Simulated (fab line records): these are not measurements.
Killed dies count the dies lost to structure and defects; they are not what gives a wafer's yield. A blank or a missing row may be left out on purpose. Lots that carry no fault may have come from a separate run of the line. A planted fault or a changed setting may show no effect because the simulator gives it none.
Which tool is to blame? :: flow nandHarc :: Sampling: 24 lots, 72 wafers, 4 of 1159 route steps

## WHAT EACH GAUGE READ, for each wafer
NHARC_P_CONTACT_OVL_MEAS_13. Usual: overlayXNm 0.0 nm, standard deviation 0.9; overlayYNm 0.2 nm, standard deviation 0.61.
lot: L075
measured: day 5 11:19
on: overlay-02
overlayXNm (nm): 0.0 -0.6 -0.3
overlayYNm (nm): 0.2 0.7 -0.2
flag: 

lot: L074
measured: day 5 13:13
on: overlay-02
overlayXNm (nm): 0.6 0.4 0.6
overlayYNm (nm): 0.3 0.8 0.5
flag: 

lot: L077
measured: day 6 01:49
on: overlay-02
overlayXNm (nm): -0.5 -0.5 -0.5
overlayYNm (nm): 0.3 0.9 0.6
flag: 

lot: L076
measured: day 6 03:05
on: overlay-01
overlayXNm (nm): -0.7 -0.3 -0.8
overlayYNm (nm): -0.2 0.4 0.4
flag: 

lot: L078
measured: day 6 10:50
on: overlay-02
overlayXNm (nm): -0.2 -0.2 -0.7
overlayYNm (nm): 0.7 1.6 1.1
flag: 

lot: L079
measured: day 7 04:01
on: overlay-02
overlayXNm (nm): 1.9 0.8 1.5
overlayYNm (nm): 0.9 -0.1 0.4
flag: 

lot: L080
measured: day 7 05:55
on: overlay-02
overlayXNm (nm): -0.4 -0.7 -0.6
overlayYNm (nm): -0.1 1.1 0.5
flag: 

lot: L082
measured: day 7 17:08
on: overlay-02
overlayXNm (nm): -1.1 -1.5 -0.9
overlayYNm (nm): -0.5 -0.3 -0.4
flag: 

lot: L081
measured: day 7 19:27
on: overlay-02
overlayXNm (nm): 0.4 0.2 0.5
overlayYNm (nm): 0.3 1.0 0.5
flag: 

lot: L083
measured: day 7 22:27
on: overlay-01
overlayXNm (nm): 1.3 1.8 1.3
overlayYNm (nm): -0.4 -0.4 -0.2
flag: 

lot: L084
measured: day 8 07:56
on: overlay-02
overlayXNm (nm): 0.5 0.7 1.1
overlayYNm (nm): -0.5 -0.3 -0.4
flag: 

lot: L085
measured: day 8 20:51
on: overlay-01
overlayXNm (nm): -0.3 0.5 -0.2
overlayYNm (nm): -0.3 -0.2 0.5
flag: 

lot: L086
measured: day 8 21:44
on: overlay-02
overlayXNm (nm): 0.2 0.0 0.0
overlayYNm (nm): -1.3 -1.1 -0.9
flag: 

lot: L087
measured: day 8 22:55
on: overlay-02
overlayXNm (nm): 1.1 1.3 1.8
overlayYNm (nm): 0.9 0.3 0.3
flag: 

lot: L088
measured: day 9 03:55
on: overlay-01
overlayXNm (nm): 0.5 1.1 1.3
overlayYNm (nm): 0.3 -0.5 -0.2
flag: 

lot: L089
measured: day 9 12:56
on: overlay-02
overlayXNm (nm): -1.4 -1.3 -1.1
overlayYNm (nm): 0.8 0.8 0.6
flag: 

lot: L090
measured: day 9 17:39
on: overlay-02
overlayXNm (nm): 0.3 0.5 0.3
overlayYNm (nm): 1.2 1.0 1.1
flag: 

lot: L091
measured: day 9 18:42
on: overlay-01
overlayXNm (nm): -0.2 -0.5 0.0
overlayYNm (nm): 0.3 0.3 0.6
flag: 

lot: L092
measured: day 10 02:52
on: overlay-02
overlayXNm (nm): -0.7 -1.1 -0.7
overlayYNm (nm): -0.6 -0.2 -0.2
flag: 

lot: L093
measured: day 10 04:28
on: overlay-02
overlayXNm (nm): 1.3 1.2 1.2
overlayYNm (nm): -0.7 -1.5 -0.8
flag: 

lot: L095
measured: day 10 16:49
on: overlay-01
overlayXNm (nm): -0.3 -0.4 -0.3
overlayYNm (nm): 0.2 0.2 0.6
flag: 

lot: L094
measured: day 10 18:08
on: overlay-01
overlayXNm (nm): -1.3 -1.1 -2.1
overlayYNm (nm): 0.0 -0.4 0.0
flag: 

lot: L097
measured: day 11 06:10
on: overlay-02
overlayXNm (nm): -0.5 -0.2 -0.6
overlayYNm (nm): -0.2 -0.1 0.6
flag: 

lot: L096
measured: day 11 08:48
on: overlay-01
overlayXNm (nm): 0.1 0.1 0.2
overlayYNm (nm): 0.3 0.2 0.2
flag: 

NHARC_P_M0_INSPECT_11. Usual: rawDefectCount at 3.5, with a standard deviation of 2.
lot: L075
measured: day 5 15:43
on: defectInspect-02
rawDefectCount: 6 9 4
flag: 

lot: L074
measured: day 6 02:40
on: defectInspect-01
rawDefectCount: 3 8 4
flag: 

lot: L077
measured: day 6 14:16
on: defectInspect-02
rawDefectCount: 2 1 5
flag: 

lot: L076
measured: day 6 14:51
on: defectInspect-02
rawDefectCount: 2 3 4
flag: 

lot: L078
measured: day 6 19:15
on: defectInspect-01
rawDefectCount: 2 5 2
flag: 

lot: L079
measured: day 7 08:25
on: defectInspect-02
rawDefectCount: 4 3 4
flag: 

lot: L080
measured: day 7 10:08
on: defectInspect-02
rawDefectCount: 5 6 5
flag: 

lot: L082
measured: day 7 21:23
on: defectInspect-01
rawDefectCount: 9 1 4
flag: 

lot: L081
measured: day 8 02:22
on: defectInspect-02
rawDefectCount: 3 2 2
flag: 

lot: L083
measured: day 8 02:32
on: defectInspect-01
rawDefectCount: 1 4 1
flag: 

lot: L084
measured: day 8 13:02
on: defectInspect-02
rawDefectCount: 5 4 3
flag: 

lot: L085
measured: day 9 01:43
on: defectInspect-02
rawDefectCount: 7 2 4
flag: 

lot: L086
measured: day 9 01:59
on: defectInspect-02
rawDefectCount: 4 2 3
flag: 

lot: L087
measured: day 9 03:09
on: defectInspect-01
rawDefectCount: 8 2 4
flag: 

lot: L088
measured: day 9 16:42
on: defectInspect-01
rawDefectCount: 8 2 3
flag: 

lot: L089
measured: day 9 18:01
on: defectInspect-02
rawDefectCount: 1 5 3
flag: 

lot: L090
measured: day 10 00:08
on: defectInspect-01
rawDefectCount: 4 3 3
flag: 

lot: L091
measured: day 10 00:17
on: defectInspect-01
rawDefectCount: 3 1 5
flag: 

lot: L092
measured: day 10 07:22
on: defectInspect-02
rawDefectCount: 2 0 1
flag: 

lot: L093
measured: day 10 11:26
on: defectInspect-01
rawDefectCount: 2 1 4
flag: 

lot: L095
measured: day 10 23:31
on: defectInspect-01
rawDefectCount: 5 7 7
flag: 

lot: L094
measured: day 11 00:02
on: defectInspect-01
rawDefectCount: 3 4 3
flag: 

lot: L097
measured: day 11 10:56
on: defectInspect-02
rawDefectCount: 0 2 2
flag: 

lot: L096
measured: day 11 13:34
on: defectInspect-02
rawDefectCount: 3 1 3
flag: 

## EACH LOT AND THE TOOL THAT RAN IT (in order: tool; ch and the chambers of the sampled wafers; start)
lot: L075
NHARC_P_GATE_RTA_64: rtpAnneal-02 ch 0, day 5 08:29
NHARC_P_CONTACT_DESCUM_17: rieDiel-06 ch 0,2,3, day 5 11:25

lot: L074
NHARC_P_GATE_RTA_64: rtpAnneal-01 ch 0, day 5 10:22
NHARC_P_CONTACT_DESCUM_17: rieDiel-02 ch 0,1,3, day 5 13:19

lot: L077
NHARC_P_GATE_RTA_64: rtpAnneal-01 ch 0, day 5 22:57
NHARC_P_CONTACT_DESCUM_17: rieDiel-08 ch 1,2, day 6 01:55

lot: L076
NHARC_P_GATE_RTA_64: rtpAnneal-02 ch 0, day 6 00:10
NHARC_P_CONTACT_DESCUM_17: rieDiel-06 ch 1,2, day 6 03:11

lot: L078
NHARC_P_GATE_RTA_64: rtpAnneal-02 ch 0, day 6 07:57
NHARC_P_CONTACT_DESCUM_17: rieDiel-06 ch 0,1,2, day 6 10:57

lot: L079
NHARC_P_GATE_RTA_64: rtpAnneal-02 ch 0, day 7 00:59
NHARC_P_CONTACT_DESCUM_17: rieDiel-06 ch 0,2,3, day 7 04:07

lot: L080
NHARC_P_GATE_RTA_64: rtpAnneal-01 ch 0, day 7 03:04
NHARC_P_CONTACT_DESCUM_17: rieDiel-08 ch 0,2,3, day 7 06:02

lot: L082
NHARC_P_GATE_RTA_64: rtpAnneal-01 ch 0, day 7 13:53
NHARC_P_CONTACT_DESCUM_17: rieDiel-06 ch 1,2,3, day 7 17:14

lot: L081
NHARC_P_GATE_RTA_64: rtpAnneal-01 ch 0, day 7 16:33
NHARC_P_CONTACT_DESCUM_17: rieDiel-08 ch 1,2, day 7 19:33

lot: L083
NHARC_P_GATE_RTA_64: rtpAnneal-02 ch 0, day 7 19:05
NHARC_P_CONTACT_DESCUM_17: rieDiel-08 ch 0,1,2, day 7 22:33

lot: L084
NHARC_P_GATE_RTA_64: rtpAnneal-01 ch 0, day 8 05:09
NHARC_P_CONTACT_DESCUM_17: rieDiel-06 ch 1,3, day 8 08:03

lot: L085
NHARC_P_GATE_RTA_64: rtpAnneal-01 ch 0, day 8 17:37
NHARC_P_CONTACT_DESCUM_17: rieDiel-08 ch 1,2, day 8 20:58

lot: L086
NHARC_P_GATE_RTA_64: rtpAnneal-01 ch 0, day 8 18:36
NHARC_P_CONTACT_DESCUM_17: rieDiel-06 ch 1,3, day 8 21:50

lot: L087
NHARC_P_GATE_RTA_64: rtpAnneal-01 ch 0, day 8 19:44
NHARC_P_CONTACT_DESCUM_17: rieDiel-02 ch 0,1,3, day 8 23:02

lot: L088
NHARC_P_GATE_RTA_64: rtpAnneal-02 ch 0, day 9 00:43
NHARC_P_CONTACT_DESCUM_17: rieDiel-06 ch 0,1,3, day 9 04:01

lot: L089
NHARC_P_GATE_RTA_64: rtpAnneal-01 ch 0, day 9 10:00
NHARC_P_CONTACT_DESCUM_17: rieDiel-08 ch 0,3, day 9 13:02

lot: L090
NHARC_P_GATE_RTA_64: rtpAnneal-01 ch 0, day 9 14:50
NHARC_P_CONTACT_DESCUM_17: rieDiel-06 ch 1,3, day 9 17:46

lot: L091
NHARC_P_GATE_RTA_64: rtpAnneal-02 ch 0, day 9 15:48
NHARC_P_CONTACT_DESCUM_17: rieDiel-02 ch 0,2, day 9 18:48

lot: L092
NHARC_P_GATE_RTA_64: rtpAnneal-02 ch 0, day 10 00:04
NHARC_P_CONTACT_DESCUM_17: rieDiel-08 ch 1,3, day 10 02:58

lot: L093
NHARC_P_GATE_RTA_64: rtpAnneal-02 ch 0, day 10 01:16
NHARC_P_CONTACT_DESCUM_17: rieDiel-06 ch 0,2,3, day 10 04:34

lot: L095
NHARC_P_GATE_RTA_64: rtpAnneal-02 ch 0, day 10 13:44
NHARC_P_CONTACT_DESCUM_17: rieDiel-08 ch 0,1,3, day 10 16:55

lot: L094
NHARC_P_GATE_RTA_64: rtpAnneal-01 ch 0, day 10 15:23
NHARC_P_CONTACT_DESCUM_17: rieDiel-08 ch 0,3, day 10 18:17

lot: L097
NHARC_P_GATE_RTA_64: rtpAnneal-02 ch 0, day 11 03:12
NHARC_P_CONTACT_DESCUM_17: rieDiel-02 ch 2,3, day 11 06:16

lot: L096
NHARC_P_GATE_RTA_64: rtpAnneal-01 ch 0, day 11 05:37
NHARC_P_CONTACT_DESCUM_17: rieDiel-08 ch 0,1,3, day 11 08:55
- NHARC_P_GATE_RTA_64: time 1 s.
- NHARC_P_CONTACT_DESCUM_17: chemistry O2, time 3 s.

## WHAT THE TOOLS THEMSELVES READ (means of the sampled wafers that have a number; where no wafer has one, the mark that the record gives instead)
NHARC_P_GATE_RTA_64. Usual: lampPowerPct 37.80 %, standard deviation 0.14; lamp_zone_2_pct 37.80 %, standard deviation 0.13; lamp_zone_7_pct 38.27 %, standard deviation 0.14; wafer_temp_C_max 1054.9, standard deviation 1.1.
lot: L075
tool: rtpAnneal-02
lampPowerPct (%): 38.01
lamp_zone_2_pct (%): 37.96
lamp_zone_7_pct (%): 38.44
wafer_temp_C_max: 1054.7
flag: 

lot: L074
tool: rtpAnneal-01
lampPowerPct (%): 37.67
lamp_zone_2_pct (%): 37.69
lamp_zone_7_pct (%): 38.17
wafer_temp_C_max: 1055.5
flag: 

lot: L077
tool: rtpAnneal-01
lampPowerPct (%): 37.69
lamp_zone_2_pct (%): 37.71
lamp_zone_7_pct (%): 38.17
wafer_temp_C_max: 1055.8
flag: 

lot: L076
tool: rtpAnneal-02
lampPowerPct (%): 37.92
lamp_zone_2_pct (%): 37.95
lamp_zone_7_pct (%): 38.38
wafer_temp_C_max: 1054.0
flag: 

lot: L078
tool: rtpAnneal-02
lampPowerPct (%): 37.95
lamp_zone_2_pct (%): 37.97
lamp_zone_7_pct (%): 38.49
wafer_temp_C_max: 1054.1
flag: 

lot: L079
tool: rtpAnneal-02
lampPowerPct (%): 37.83
lamp_zone_2_pct (%): 37.81
lamp_zone_7_pct (%): 38.33
wafer_temp_C_max: 1054.7
flag: 

lot: L080
tool: rtpAnneal-01
lampPowerPct (%): 37.64
lamp_zone_2_pct (%): 37.67
lamp_zone_7_pct (%): 38.14
wafer_temp_C_max: 1055.6
flag: 

lot: L082
tool: rtpAnneal-01
lampPowerPct (%): 37.71
lamp_zone_2_pct (%): 37.69
lamp_zone_7_pct (%): 38.18
wafer_temp_C_max: 1055.4
flag: 

lot: L081
tool: rtpAnneal-01
lampPowerPct (%): 37.70
lamp_zone_2_pct (%): 37.69
lamp_zone_7_pct (%): 38.21
wafer_temp_C_max: 1055.2
flag: 

lot: L083
tool: rtpAnneal-02
lampPowerPct (%): 37.91
lamp_zone_2_pct (%): 37.92
lamp_zone_7_pct (%): 38.43
wafer_temp_C_max: 1053.2
flag: 

lot: L084
tool: rtpAnneal-01
lampPowerPct (%): 37.70
lamp_zone_2_pct (%): 37.69
lamp_zone_7_pct (%): 38.19
wafer_temp_C_max: 1055.2
flag: 

lot: L085
tool: rtpAnneal-01
lampPowerPct (%): 37.59
lamp_zone_2_pct (%): 37.62
lamp_zone_7_pct (%): 38.06
wafer_temp_C_max: 1055.6
flag: 

lot: L086
tool: rtpAnneal-01
lampPowerPct (%): 37.64
lamp_zone_2_pct (%): 37.73
lamp_zone_7_pct (%): 38.16
wafer_temp_C_max: 1055.4
flag: 

lot: L087
tool: rtpAnneal-01
lampPowerPct (%): 37.69
lamp_zone_2_pct (%): 37.65
lamp_zone_7_pct (%): 38.18
wafer_temp_C_max: 1055.6
flag: 

lot: L088
tool: rtpAnneal-02
lampPowerPct (%): 37.97
lamp_zone_2_pct (%): 37.95
lamp_zone_7_pct (%): 38.45
wafer_temp_C_max: 1054.7
flag: 

lot: L089
tool: rtpAnneal-01
lampPowerPct (%): 37.68
lamp_zone_2_pct (%): 37.66
lamp_zone_7_pct (%): 38.15
wafer_temp_C_max: 1055.7
flag: 

lot: L090
tool: rtpAnneal-01
lampPowerPct (%): 37.70
lamp_zone_2_pct (%): 37.70
lamp_zone_7_pct (%): 38.17
wafer_temp_C_max: 1056.7
flag: 

lot: L091
tool: rtpAnneal-02
lampPowerPct (%): 37.91
lamp_zone_2_pct (%): 37.89
lamp_zone_7_pct (%): 38.39
wafer_temp_C_max: 1054.4
flag: 

lot: L092
tool: rtpAnneal-02
lampPowerPct (%): 37.93
lamp_zone_2_pct (%): 37.93
lamp_zone_7_pct (%): 38.36
wafer_temp_C_max: 1054.1
flag: 

lot: L093
tool: rtpAnneal-02
lampPowerPct (%): 38.00
lamp_zone_2_pct (%): 37.94
lamp_zone_7_pct (%): 38.44
wafer_temp_C_max: 1054.7
flag: 

lot: L095
tool: rtpAnneal-02
lampPowerPct (%): 37.95
lamp_zone_2_pct (%): 37.99
lamp_zone_7_pct (%): 38.47
wafer_temp_C_max: 1056.2
flag: 

lot: L094
tool: rtpAnneal-01
lampPowerPct (%): 37.70
lamp_zone_2_pct (%): 37.72
lamp_zone_7_pct (%): 38.17
wafer_temp_C_max: 1055.4
flag: 

lot: L097
tool: rtpAnneal-02
lampPowerPct (%): 37.97
lamp_zone_2_pct (%): 37.97
lamp_zone_7_pct (%): 38.44
wafer_temp_C_max: 1054.4
flag: 

lot: L096
tool: rtpAnneal-01
lampPowerPct (%): 37.71
lamp_zone_2_pct (%): 37.69
lamp_zone_7_pct (%): 38.16
wafer_temp_C_max: 1054.7
flag: 

NHARC_P_CONTACT_DESCUM_17. Usual: chamberPressureMTorr 59.99 mTorr, standard deviation 0.053; drypumpMotorCurrentA 5.7 A, standard deviation 0.51; o2FlowSccm 200.1 sccm, standard deviation 0.57; oesProductAu 0.997 a.u., standard deviation 0.011; rfVppV 57.9 V, standard deviation 0.97; showerheadPlenumPTorr 1.91 Torr, standard deviation 0.1; throttleValvePct 11.312 %, standard deviation 0.01.
lot: L075
tool: rieDiel-06
chamberPressureMTorr (mTorr): 59.98
drypumpMotorCurrentA (A): 5.3
o2FlowSccm (sccm): 200.0
oesProductAu (a.u.): 1.003
rfVppV (V): 59.1
showerheadPlenumPTorr (Torr): 1.99
throttleValvePct (%): 11.320
flag: 

lot: L074
tool: rieDiel-02
chamberPressureMTorr (mTorr): 59.97
drypumpMotorCurrentA (A): 5.9
o2FlowSccm (sccm): 200.1
oesProductAu (a.u.): 0.998
rfVppV (V): 58.5
showerheadPlenumPTorr (Torr): 1.82
throttleValvePct (%): 11.309
flag: 

lot: L077
tool: rieDiel-08
chamberPressureMTorr (mTorr): 59.98
drypumpMotorCurrentA (A): 5.9
o2FlowSccm (sccm): 199.7
oesProductAu (a.u.): 1.005
rfVppV (V): 57.5
showerheadPlenumPTorr (Torr): 1.96
throttleValvePct (%): 11.306
flag: 

lot: L076
tool: rieDiel-06
chamberPressureMTorr (mTorr): 60.03
drypumpMotorCurrentA (A): 6.4
o2FlowSccm (sccm): 199.9
oesProductAu (a.u.): 0.994
rfVppV (V): 57.7
showerheadPlenumPTorr (Torr): 1.88
throttleValvePct (%): 11.319
flag: 

lot: L078
tool: rieDiel-06
chamberPressureMTorr (mTorr): 60.04
drypumpMotorCurrentA (A): 5.8
o2FlowSccm (sccm): 199.8
oesProductAu (a.u.): 0.994
rfVppV (V): 58.1
showerheadPlenumPTorr (Torr): 1.96
throttleValvePct (%): 11.311
flag: 

lot: L079
tool: rieDiel-06
chamberPressureMTorr (mTorr): 59.96
drypumpMotorCurrentA (A): 5.3
o2FlowSccm (sccm): 199.9
oesProductAu (a.u.): 1.005
rfVppV (V): 59.5
showerheadPlenumPTorr (Torr): 1.99
throttleValvePct (%): 11.297
flag: 

lot: L080
tool: rieDiel-08
chamberPressureMTorr (mTorr): 60.00
drypumpMotorCurrentA (A): 5.8
o2FlowSccm (sccm): 200.3
oesProductAu (a.u.): 1.002
rfVppV (V): 58.5
showerheadPlenumPTorr (Torr): 1.94
throttleValvePct (%): 11.308
flag: 

lot: L082
tool: rieDiel-06
chamberPressureMTorr (mTorr): 60.00
drypumpMotorCurrentA (A): 5.9
o2FlowSccm (sccm): 200.3
oesProductAu (a.u.): 0.999
rfVppV (V): 58.2
showerheadPlenumPTorr (Torr): 1.91
throttleValvePct (%): 11.306
flag: 

lot: L081
tool: rieDiel-08
chamberPressureMTorr (mTorr): 59.98
drypumpMotorCurrentA (A): 5.9
o2FlowSccm (sccm): 199.8
oesProductAu (a.u.): 0.996
rfVppV (V): 57.2
showerheadPlenumPTorr (Torr): 1.95
throttleValvePct (%): 11.319
flag: 

lot: L083
tool: rieDiel-08
chamberPressureMTorr (mTorr): 60.04
drypumpMotorCurrentA (A): 5.7
o2FlowSccm (sccm): 200.2
oesProductAu (a.u.): 0.995
rfVppV (V): 56.8
showerheadPlenumPTorr (Torr): 1.89
throttleValvePct (%): 11.314
flag: 

lot: L084
tool: rieDiel-06
chamberPressureMTorr (mTorr): 60.02
drypumpMotorCurrentA (A): 6.1
o2FlowSccm (sccm): 200.0
oesProductAu (a.u.): 0.986
rfVppV (V): 58.0
showerheadPlenumPTorr (Torr): 1.83
throttleValvePct (%): 11.313
flag: 

lot: L085
tool: rieDiel-08
chamberPressureMTorr (mTorr): 60.00
drypumpMotorCurrentA (A): 5.9
o2FlowSccm (sccm): 200.5
oesProductAu (a.u.): 1.001
rfVppV (V): 58.8
showerheadPlenumPTorr (Torr): 1.95
throttleValvePct (%): 11.318
flag: 

lot: L086
tool: rieDiel-06
chamberPressureMTorr (mTorr): 60.01
drypumpMotorCurrentA (A): 5.6
o2FlowSccm (sccm): 200.4
oesProductAu (a.u.): 0.995
rfVppV (V): 56.8
showerheadPlenumPTorr (Torr): 1.86
throttleValvePct (%): 11.314
flag: 

lot: L087
tool: rieDiel-02
chamberPressureMTorr (mTorr): 60.01
drypumpMotorCurrentA (A): 5.9
o2FlowSccm (sccm): 200.1
oesProductAu (a.u.): 1.003
rfVppV (V): 57.2
showerheadPlenumPTorr (Torr): 1.81
throttleValvePct (%): 11.321
flag: 

lot: L088
tool: rieDiel-06
chamberPressureMTorr (mTorr): 59.99
drypumpMotorCurrentA (A): 5.5
o2FlowSccm (sccm): 199.9
oesProductAu (a.u.): 0.994
rfVppV (V): 57.5
showerheadPlenumPTorr (Torr): 1.91
throttleValvePct (%): 11.318
flag: 

lot: L089
tool: rieDiel-08
chamberPressureMTorr (mTorr): 60.01
drypumpMotorCurrentA (A): 5.7
o2FlowSccm (sccm): 199.8
oesProductAu (a.u.): 1.001
rfVppV (V): 57.7
showerheadPlenumPTorr (Torr): 1.91
throttleValvePct (%): 11.306
flag: 

lot: L090
tool: rieDiel-06
chamberPressureMTorr (mTorr): 60.03
drypumpMotorCurrentA (A): 6.1
o2FlowSccm (sccm): 200.5
oesProductAu (a.u.): 0.985
rfVppV (V): 57.6
showerheadPlenumPTorr (Torr): 1.83
throttleValvePct (%): 11.314
flag: 

lot: L091
tool: rieDiel-02
chamberPressureMTorr (mTorr): 60.02
drypumpMotorCurrentA (A): 6.1
o2FlowSccm (sccm): 199.9
oesProductAu (a.u.): 0.994
rfVppV (V): 58.0
showerheadPlenumPTorr (Torr): 1.78
throttleValvePct (%): 11.320
flag: 

lot: L092
tool: rieDiel-08
chamberPressureMTorr (mTorr): 60.02
drypumpMotorCurrentA (A): 5.6
o2FlowSccm (sccm): 199.4
oesProductAu (a.u.): 0.985
rfVppV (V): 57.3
showerheadPlenumPTorr (Torr): 1.90
throttleValvePct (%): 11.318
flag: 

lot: L093
tool: rieDiel-06
chamberPressureMTorr (mTorr): 59.99
drypumpMotorCurrentA (A): 5.3
o2FlowSccm (sccm): 199.8
oesProductAu (a.u.): 0.999
rfVppV (V): 58.8
showerheadPlenumPTorr (Torr): 1.99
throttleValvePct (%): 11.307
flag: 

lot: L095
tool: rieDiel-08
chamberPressureMTorr (mTorr): 59.97
drypumpMotorCurrentA (A): 5.5
o2FlowSccm (sccm): 200.1
oesProductAu (a.u.): 0.991
rfVppV (V): 57.1
showerheadPlenumPTorr (Torr): 1.87
throttleValvePct (%): 11.314
flag: 

lot: L094
tool: rieDiel-08
chamberPressureMTorr (mTorr): 59.93
drypumpMotorCurrentA (A): 5.6
o2FlowSccm (sccm): 199.1
oesProductAu (a.u.): 1.000
rfVppV (V): 57.6
showerheadPlenumPTorr (Torr): 1.88
throttleValvePct (%): 11.310
flag: 

lot: L097
tool: rieDiel-02
chamberPressureMTorr (mTorr): 60.01
drypumpMotorCurrentA (A): 5.6
o2FlowSccm (sccm): 200.6
oesProductAu (a.u.): 0.984
rfVppV (V): 58.2
showerheadPlenumPTorr (Torr): 1.78
throttleValvePct (%): 11.311
flag: 

lot: L096
tool: rieDiel-08
chamberPressureMTorr (mTorr): 59.99
drypumpMotorCurrentA (A): 5.5
o2FlowSccm (sccm): 199.2
oesProductAu (a.u.): 0.992
rfVppV (V): 57.6
showerheadPlenumPTorr (Torr): 1.87
throttleValvePct (%): 11.305
flag: 

## THE ANSWER, worked out from the rows above alone
Rule: a lot is off if the mean of its wafers that have a number lies more than 3 standard deviations from the usual mean. A lot without any number at a reading at which 4 lots or more have one is off too. The other lots that the step has rows for count as sound. After the gauges, taken in route order, come the tools' own readings; for these a lot's mean is taken, as printed above. The first step at which some lot is off is used, and at that step the reading that is off furthest; a lot without a number counts as furthest.
No lot is off on any of the readings shown, so nothing can be concluded from this.

## WHAT THE SIMULATOR HAD PUT IN
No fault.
